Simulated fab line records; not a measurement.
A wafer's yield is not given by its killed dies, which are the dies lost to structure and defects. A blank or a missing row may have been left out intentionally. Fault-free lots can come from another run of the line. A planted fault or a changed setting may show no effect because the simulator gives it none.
A lot that was struck, set against a sound lot / flow n5Finfet / 16 out of 1938 route steps
Sound: the wafers L538.2, L538.3, L538.6. Struck: wafers L548.2, L548.3. (L548.6 of the same lot was not struck and is left out.) The cause comes at the end.
For every step that has rows: the tool of each side, followed by ch and its chambers, followed by its first start. Under that, the readings that differ: sound wafers / struck wafers / difference of the means / sigmas: that difference in standard deviations of wafers without a fault.
alike: readings with means less than 2 such deviations apart, plus words and numbers identical on both sides. not compared: withheld readings, readings lacking a value on some wafer, bounds such as >300 that could conceal the same value, and numbers that have no deviation in the record and whose values overlap.
A row with sigmas, a row that says differs or no value, or rows on one side alone: a step with any of these is where the two part. Numbers that don't overlap but have no deviation are shown without sigmas and don't part them. A reading that every wafer of one side lacks parts them only if that side has two wafers or more.

first, 4 steps without rows for these wafers: N5_MOL_CONTACT_COAG_SOFTBAKE_35 (time 60 s); N5_MOL_CONTACT_COAG_EXPOSE_37 (exposes mask VD, defocus 0 nm); N5_MOL_CONTACT_COAG_PEB_38 (peb time 60 s); N5_MOL_CONTACT_COAG_DEVELOP_39 (develop time 30 s).
N5_MOL_CONTACT_COAG_CD_MEAS_40 targets a cd of 25.1 nm.
  sound on cdSem-03 ch 0, day 5 18:52; struck on cdSem-01 ch 0, day 8 00:24
  alike: cdNm
N5_MOL_CONTACT_COAG_OVL_MEAS_41:
  sound on overlay-02 ch 0, day 5 18:53; struck on overlay-01 ch 0, day 8 00:26
  alike: VD_OVL
N5_MOL_CONTACT_COAG_INSPECT_42: inspects for defects (brightfield).
  struck on defectInspect-01, day 8 00:29; sound on defectInspect-02, day 5 18:56
  alike: rawDefectCount
N5_MOL_CONTACT_COAG_DESCUM_45: chemistry O2, time 7 s.
  sound on rieDiel-04 ch 1,2,3, day 5 19:07; struck on rieDiel-06 ch 0,3, day 8 00:32
  alike: drypumpMotorCurrentA, oesProductAu, rfVppV, showerheadPlenumPTorr, throttleValvePct
  not compared: rfHoursCounterH
N5_MOL_CONTACT_COAG_ETCH_65: etches underlayer in N2/H2, target depth 13 nm, time 10.4 s.
  sound on rieDiel-04 ch 1,2,3, day 5 19:08; struck on rieDiel-06 ch 0,3, day 8 00:34
  alike: drypumpMotorCurrentA, etchRfOnTimeS, oesProductAu, rfVppV, showerheadPlenumPTorr, throttleValvePct
  not compared: rfHoursCounterH
N5_MOL_CONTACT_COAG_ETCH_66: etches SiARC in CF4, target depth 13 nm, time 21.7 s.
  sound on rieDiel-04 ch 1,2,3, day 5 19:10; struck on rieDiel-06 ch 0,3, day 8 00:35
  alike: drypumpMotorCurrentA, etchRfOnTimeS, oesProductAu, rfVppV, showerheadPlenumPTorr, throttleValvePct
  not compared: rfHoursCounterH
N5_MOL_CONTACT_COAG_ALD_133: deposits SiO2, target thk 5 nm, pulse time 1 s, co reactant pulse time 1 s.
  sound on aldSin-03 ch 0,1,2, day 5 19:14; struck on aldSin-01 ch 1,3, day 8 00:40
  alike: heaterPowerW, precursorPulseHeightRel, susceptorTempC
N5_MOL_CONTACT_COAG_ETCHBACK_134: etches SiO2 in CHF3, target depth 10 nm, time 6.7 s.
  sound on rieDiel-06 ch 0,1,3, day 5 19:25; struck on rieDiel-04 ch 1,2, day 8 00:56
  alike: drypumpMotorCurrentA, oes_f_703_au, oesProductAu, rfVppV, showerheadPlenumPTorr, throttleValvePct
  not compared: rfHoursCounterH
N5_MOL_CONTACT_COAG_ETCH_67: etches SOC in N2/H2, target depth 60 nm, overetch 21 nm, time 101.2 s.
  sound on rieDiel-06 ch 0,1,3, day 5 19:28; struck on rieDiel-04 ch 1,2, day 8 00:58
reading=model.SiARC_of_MOL_CONTACT_COAG_COAT_63.thkNm (nm); sound=5.8 5.6 6.2; struck=4.4 4.8; difference=-1.3; sigmas=
  alike: drypumpMotorCurrentA, oesProductAu, rfVppV, showerheadPlenumPTorr, throttleValvePct
  not compared: rfHoursCounterH
then, 1 step without rows for these wafers: N5_MOL_CONTACT_COAG_STRIP_68 (strips in N2/H2).
-- here the record skips 3 days between the struck wafers' starts before and after, leaving off in module MOL_CONTACT_COAG and picking up in module BEOL_M4 (first step shown: number 1111 of the route) --
N5_BEOL_M4_RC_MEAS_101:
  sound on prober-01 ch 0, day 8 14:43; struck on prober-02 ch 0, day 10 20:37
reading=VT_P (mV); sound=-243 -240 -243; struck=-251 -251; difference=-9; sigmas=-2
  alike: DIBL_N, DIBL_P, IOFF_N, IOFF_P, ION_N, ION_P, SS_N, SS_P, VT_N
-- here the record skips 5 days between the struck wafers' starts before and after, leaving off in module BEOL_M4 and picking up in module PASSIVATION (first step shown: number 1936 of the route) --
N5_PASSIVATION_PROBE_49:
  the record has rows for the struck wafers here (prober-02, day 15 14:28) and none for the sound ones

== WHERE THEY PART ==
Earliest at N5_BEOL_M4_RC_MEAS_101; latest, in this record, at N5_PASSIVATION_PROBE_49.

WHY: what had been put in by the simulator
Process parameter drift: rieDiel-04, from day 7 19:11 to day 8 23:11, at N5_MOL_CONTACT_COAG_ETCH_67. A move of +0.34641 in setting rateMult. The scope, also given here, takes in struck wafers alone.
